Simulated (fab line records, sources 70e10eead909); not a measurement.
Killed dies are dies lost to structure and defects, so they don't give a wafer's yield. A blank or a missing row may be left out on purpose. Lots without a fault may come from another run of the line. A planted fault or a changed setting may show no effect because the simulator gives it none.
A struck lot beside a sound one | flow nand_harc | 17 steps out of a route of 1302
Sound: wafers L267.1, L267.2, L267.3. Struck: wafer L285.2. (L285.4, L285.5 of the same lot were not struck and are left out.) The cause comes at the end.
At each step with rows: each side's tool, then ch and its chambers, then its first start. Under that, the readings that differ: sound wafers | struck wafers | difference of the means | sigmas: that difference in standard deviations of wafers without a fault.
alike: readings whose means differ by less than 2 such deviations, and words and numbers that are the same on both sides. not compared: withheld readings, readings that some wafer has no value for, bounds like >300 that may hide the same value, and numbers for which the record gives no deviation and whose values overlap.
The two part at a step that has a row with sigmas, a row that says differs or no value, or rows on one side only. Numbers that don't overlap but have no deviation are shown without sigmas and don't part them. A reading that every wafer of one side lacks parts them only if that side has two wafers or more.

NHARC_P_M0_OVL_MEAS_10: pitch 180 nm.
  sound on overlay-02, day 7 14:23; struck on overlay-02, day 15 12:02
  reading           | sound       | struck | difference | sigmas
  overlay_x_nm (nm) | 1.2 1.7 2.0 | -0.3   | -1.9       | -3
  alike: overlay_y_nm
NHARC_P_M0_INSPECT_11:
  sound on defect_inspect-01, day 7 14:25; struck on defect_inspect-01, day 15 12:04
  alike: raw_defect_count
NHARC_P_M0_DESCUM_14: chemistry O2, time 3 s.
  sound on rie_diel-02 ch 0,1,2, day 7 14:29; struck on rie_diel-09 ch 1, day 15 12:12
  reading                | sound    | struck | difference | sigmas
  rf_hours_counter_h (h) | 36 40 36 | 2      | -35        |
  alike: drypump_motor_current_A, mfc_ar_sccm, oes_product_au, rf_vpp_V, showerhead_plenum_p_Torr, throttle_valve_pct
NHARC_P_M0_ETCH_34: etches the open film in N2/H2, target depth 40 nm, overetch 12 nm, time 43.94 s.
  sound on rie_diel-02 ch 0,2,3, day 7 14:34; struck on rie_diel-09 ch 1, day 15 13:01
  reading                | sound             | struck | difference | sigmas
  oes_product_au (a.u.)  | 1.018 1.011 1.012 | 0.994  | -0.020     | -2
  rf_hours_counter_h (h) | 36 18 36          | 3      | -27        |
  alike: drypump_motor_current_A, mfc_ar_sccm, rf_vpp_V, showerhead_plenum_p_Torr, throttle_valve_pct
then, 1 step without rows for these wafers: NHARC_P_M0_ETCH_15 (etches the open film in C4F8/Ar, target depth 150 nm, overetch 15 nm, time 82.5 s).
NHARC_P_M0_CD_MEAS_16:
  sound on cd_sem-03, day 7 14:47; struck on cd_sem-02, day 15 13:16
  alike: cd_nm
then, 4 steps without rows for these wafers: NHARC_P_M0_STRIP_18 (strips in N2/H2); NHARC_P_M0_STRIP_19 (strips in post etch residue remover, time 600 s); NHARC_P_M0_DEGAS_28 (time 60 s); NHARC_P_M0_PRE_CLEAN_29 (time 30 s).
NHARC_P_M0_PVD_20: deposits TaN, target thk 5 nm, time 8.06 s.
  sound on pvd_sputter-01; struck on pvd_sputter-01
  reading                | sound          | struck | difference | sigmas
  throttle_valve_pct (%) | 31.7 29.1 28.8 | 32.1   | +2.2       | +2
  alike: cathode_dc_power_W
NHARC_P_M0_PVD_21: deposits Cu, target thk 30 nm, time 20.49 s.
  sound on pvd_sputter-01; struck on pvd_sputter-01
  reading                | sound          | struck | difference | sigmas
  throttle_valve_pct (%) | 28.8 29.0 29.1 | 32.0   | +3.0       | +3
  alike: cathode_dc_power_W
NHARC_P_M0_ECD_22: material Cu, target thk 400 nm.
  sound on ecd_cu-02 ch 0,1, day 7 15:46; struck on ecd_cu-02 ch 0,1, day 15 14:19
NHARC_P_M0_ANNEAL_30: time 90 s.
  sound on rtp_anneal-01 ch 0, day 7 16:08; struck on rtp_anneal-01 ch 0, day 15 14:44
  alike: wafer_temp_C_max
NHARC_P_M0_CMP_23: polishes, t overpolish 20 s, target thk 117.54 nm.
  sound on cmp-04 ch 0,2,3, day 7 16:29; struck on cmp-03 ch 0, day 15 15:02
  reading                | sound          | struck | difference | sigmas
  motor_current_A (A)    | 12.6 10.9 11.6 | 13.7   | +2.0       | +2
  time_to_endpoint_s (s) | 26.9 27.6 26.9 | 8.1    | -19.0      | -7
  alike: slurry_filter_dp_kPa
NHARC_P_M0_THK_MEAS_24: measures by xrf.
  sound on film_metro-02, day 7 16:47; struck on film_metro-02, day 15 15:21
  alike: thk_nm
-- the record jumps here: 19 days lie between the struck wafers' starts before and after (it left off in module P_M0 and takes up again in module END, whose first step shown is number 1302 of the route) --
NHARC_END_SORT_01:
  the record has rows for the struck wafers here (prober-01 ch 0, day 34 07:48) and none for the sound ones

WHERE THEY PART
First at NHARC_P_M0_OVL_MEAS_10; last, within this record, at NHARC_END_SORT_01.

WHY: what the simulator had put in
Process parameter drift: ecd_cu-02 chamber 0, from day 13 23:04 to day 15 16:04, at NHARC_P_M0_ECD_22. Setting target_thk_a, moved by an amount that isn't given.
